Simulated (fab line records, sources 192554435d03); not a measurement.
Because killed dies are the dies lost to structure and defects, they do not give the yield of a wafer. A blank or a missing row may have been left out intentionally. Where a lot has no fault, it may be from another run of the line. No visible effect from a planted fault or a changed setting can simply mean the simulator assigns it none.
Chamber matching :: flow n5_finfet :: 4 sister chambers for N5_BEOL_M2_STRIP_19 on rie_diel-02
The step strips in O2. 8 wafers are shown with their chamber, then 7 later ones without.

WAFERS, EACH WITH ITS CHAMBER
wafer: L079.6
chamber: 0
showerhead_plenum_p_Torr (Torr): 2.10
drypump_motor_current_A (A): 5.6

wafer: L081.4
chamber: 1
showerhead_plenum_p_Torr (Torr): 2.05
drypump_motor_current_A (A): 5.3

wafer: L081.6
chamber: 2
showerhead_plenum_p_Torr (Torr): 2.00
drypump_motor_current_A (A): 5.0

wafer: L087.3
chamber: 1
showerhead_plenum_p_Torr (Torr): 2.05
drypump_motor_current_A (A): 5.4

wafer: L087.5
chamber: 3
showerhead_plenum_p_Torr (Torr): 2.10
drypump_motor_current_A (A): 4.9

wafer: L087.6
chamber: 0
showerhead_plenum_p_Torr (Torr): 2.09
drypump_motor_current_A (A): 5.6

wafer: L088.1
chamber: 2
showerhead_plenum_p_Torr (Torr): 2.00
drypump_motor_current_A (A): 5.0

wafer: L088.2
chamber: 3
showerhead_plenum_p_Torr (Torr): 2.10
drypump_motor_current_A (A): 4.9

WAFERS WITHOUT THEIR CHAMBER
wafer: L088.3
showerhead_plenum_p_Torr (Torr): 2.04
drypump_motor_current_A (A): 5.3

wafer: L091.3
showerhead_plenum_p_Torr (Torr): 2.09
drypump_motor_current_A (A): 4.9

wafer: L091.4
showerhead_plenum_p_Torr (Torr): 2.04
drypump_motor_current_A (A): 5.4

wafer: L091.6
showerhead_plenum_p_Torr (Torr): 1.99
drypump_motor_current_A (A): 5.0

wafer: L095.2
showerhead_plenum_p_Torr (Torr): 2.04
drypump_motor_current_A (A): 5.3

wafer: L095.3
showerhead_plenum_p_Torr (Torr): 2.09
drypump_motor_current_A (A): 5.6

wafer: L095.6
showerhead_plenum_p_Torr (Torr): 2.09
drypump_motor_current_A (A): 4.9

CHAMBER TAKEN BY EACH
wafer: L088.3
from the rows above: 1
in truth: 1

wafer: L091.3
from the rows above: 3
in truth: 3

wafer: L091.4
from the rows above: 1
in truth: 1

wafer: L091.6
from the rows above: 2
in truth: 2

wafer: L095.2
from the rows above: 1
in truth: 1

wafer: L095.3
from the rows above: 0
in truth: 0

wafer: L095.6
from the rows above: 3
in truth: 3
Correctly placed: 7 of 7. Left unplaced by these rows: 0. 0 placed wrongly.
How it was worked out, from the rows above alone: a wafer's distance from a chamber is the root of the sum, over the readings, of the square of ((its reading less the chamber's mean) divided by the reading's scatter). If the next closest chamber is less than 2 further off than the closest, the wafer can't be placed; otherwise it belongs to the closest. The mean given for a chamber averages the wafers shown for that chamber. The scatter: the root of (the sum of the squares of (reading less its chamber's mean) over the shown wafers, divided by (wafers less chambers)).
